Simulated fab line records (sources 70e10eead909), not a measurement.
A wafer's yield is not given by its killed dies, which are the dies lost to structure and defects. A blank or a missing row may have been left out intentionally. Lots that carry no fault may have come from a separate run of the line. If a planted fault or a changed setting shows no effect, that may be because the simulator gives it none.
A struck lot beside a sound one || flow nand-harc || 26 steps out of a route of 1302
Sound: wafers L375.4, L375.5, L375.6. The struck wafers were L366.1, L366.2, L366.4. The cause comes at the end.
At each step with rows: each side's tool, then ch and its chambers, then its first start. Under that, the readings that differ: sound wafers || struck wafers || difference of the means || sigmas: that difference in standard deviations of wafers without a fault.
alike: same words and numbers on both sides, and readings whose means sit less than 2 such deviations apart. not compared: any withheld reading, any reading some wafer has no value for, any bound like >300 that may hide the same value, and any number with overlapping values for which the record gives no deviation.
A row with sigmas, a row that says differs or no value, or rows on one side alone: a step with any of these is where the two part. Numbers that don't overlap but have no deviation are shown without sigmas and don't part them. A reading missing from all wafers of one side parts the sides only when that side holds two or more wafers.

NHARC_P_ZERO_WELL_INSPECT_43:
  sound: defect-inspect-02 at day 7 13:44; struck: defect-inspect-02 at day 3 19:49
  alike: raw-defect-count
then, 11 steps without rows for these wafers: NHARC_P_STI_ETCH_26 (etches SiO2 in dHF, target depth 11 nm); NHARC_P_STI_PRECLEAN_27 (cleans in SC1); NHARC_P_STI_SRD_28; NHARC_P_STI_OXIDE_29 (material SiO2, target thk 10 nm, ox time 1362 s); NHARC_P_STI_HM_DEP_30 (deposits Si3N4, target thk 80 nm, time 873 s); NHARC_P_STI_DEHYDRATE_01 (time 120 s); NHARC_P_STI_HMDS_02 (time 30 s); NHARC_P_STI_COAT_41 (time 65 s); NHARC_P_STI_COAT_03 (resist thk 600 nm); NHARC_P_STI_SOFTBAKE_04 (time 70 s); NHARC_P_STI_EBR_05.
NHARC_P_STI_EXPOSE_06: exposes mask P STI, target cd 200 nm.
  sound on krf-scanner-03 ch 0, day 8 06:24; struck on krf-scanner-04 ch 0, day 4 12:15
{"reading": "mask", "sound": "P_STI#0 P_STI#0 P_STI#0", "struck": "P_STI_R1#0 P_STI_R1#0 P_STI_R1#0", "difference": "differs", "sigmas": ""}
  alike: exposure-dose-mJ-cm2
then, 2 steps without rows for these wafers: NHARC_P_STI_PEB_07 (peb time 80 s); NHARC_P_STI_DEVELOP_08 (time 50 s).
NHARC_P_STI_CD_MEAS_09: the cd target is 200 nm.
  sound on cd-sem-03 ch 0, day 8 06:33; struck on cd-sem-01 ch 0, day 4 12:24
{"reading": "cd-nm (nm)", "sound": "200.1 197.5 198.1", "struck": "209.6 210.3 209.7", "difference": "+11.3", "sigmas": "+8"}
NHARC_P_STI_OVL_MEAS_10:
  sound: overlay-01 at day 8 06:38; struck: overlay-02 at day 4 12:29
  alike: overlay-x-nm, overlay-y-nm
NHARC_P_STI_INSPECT_11:
  sound: defect-inspect-02 at day 8 06:40; struck: defect-inspect-01 at day 4 12:31
  alike: raw-defect-count
then, 1 step without rows for these wafers: NHARC_P_STI_HARDBAKE_13 (time 65 s).
NHARC_P_STI_DESCUM_14: chemistry O2, time 3 s.
  sound on rie-diel-09 ch 2,3, day 8 06:49; struck on rie-diel-05 ch 0,1,2, day 4 12:40
{"reading": "model.P_STI.cd-nm (nm)", "sound": "199.4 197.1 198.1", "struck": "209.3 210.3 210.3", "difference": "+11.8", "sigmas": ""}
  alike: drypump-motor-current-A, mfc-ar-sccm, oes-product-au, rf-vpp-V, showerhead-plenum-p-Torr, throttle-valve-pct
  not compared: rf-hours-counter-h
NHARC_P_STI_ETCH_42: etches the open film in N2/H2, target depth 80 nm, overetch 24 nm, time 61 s.
  sound on rie-diel-09 ch 1,2, day 8 06:53; struck on rie-diel-05 ch 0,2,3, day 4 12:45
{"reading": "mfc-ar-sccm (sccm)", "sound": "0.039 0.039 0", "struck": "0 0 0", "difference": "+0", "sigmas": -2}
  alike: drypump-motor-current-A, h2-flow-sccm, oes-product-au, rf-vpp-V, showerhead-plenum-p-Torr, throttle-valve-pct
  not compared: rf-hours-counter-h
NHARC_P_STI_ETCH_31: etches the open film in CF4/CHF3, target depth 108.9 nm, time 54.5 s.
  sound on rie-diel-09 ch 0,3; struck on rie-diel-05 ch 0,2,3
  alike: drypump-motor-current-A, mfc-ar-sccm, oes-product-au, rf-vpp-V, showerhead-plenum-p-Torr, throttle-valve-pct
  not compared: rf-hours-counter-h
NHARC_P_STI_ETCH_15: etches the open film in HBr/Cl2, target depth 300 nm, time 100.1 s.
  sound on rie-si-05 ch 0,2,3, day 8 07:07; struck on rie-si-05 ch 1,2, day 4 12:58
{"reading": "model.P_STI.cd-nm (nm)", "sound": "199.2 197.4 198", "struck": "210 209.6 209.5", "difference": "+12", "sigmas": ""}
  alike: drypump-motor-current-A, mfc-cl2-sccm, oes-product-au, throttle-valve-pct
  not compared: rf-hours-counter-h
NHARC_P_STI_CD_MEAS_16:
  sound: cd-sem-03 at day 8 07:14; struck: cd-sem-01 at day 4 13:08
{"reading": "cd-nm (nm)", "sound": "199.3 197.6 198.0", "struck": "210.0 209.8 209.6", "difference": "+11.5", "sigmas": "+8"}
NHARC_P_STI_OCD_MEAS_17:
  sound: ocd-01 at day 8 07:20; struck: ocd-02 at day 4 13:13
{"reading": "trench-foot-cd-nm (nm)", "sound": "158.0 155.4 156.3", "struck": "166.3 168.0 167.9", "difference": "+10.8", "sigmas": "+7"}
  alike: trench-depth-nm
then, 1 step without rows for these wafers: NHARC_P_STI_STRIP_19 (strips in SPM, time 900 s).

## WHERE THEY PART
Last at NHARC_P_STI_OCD_MEAS_17 as far as this record goes, first at NHARC_P_STI_EXPOSE_06.

WHY: the cause the simulator had injected
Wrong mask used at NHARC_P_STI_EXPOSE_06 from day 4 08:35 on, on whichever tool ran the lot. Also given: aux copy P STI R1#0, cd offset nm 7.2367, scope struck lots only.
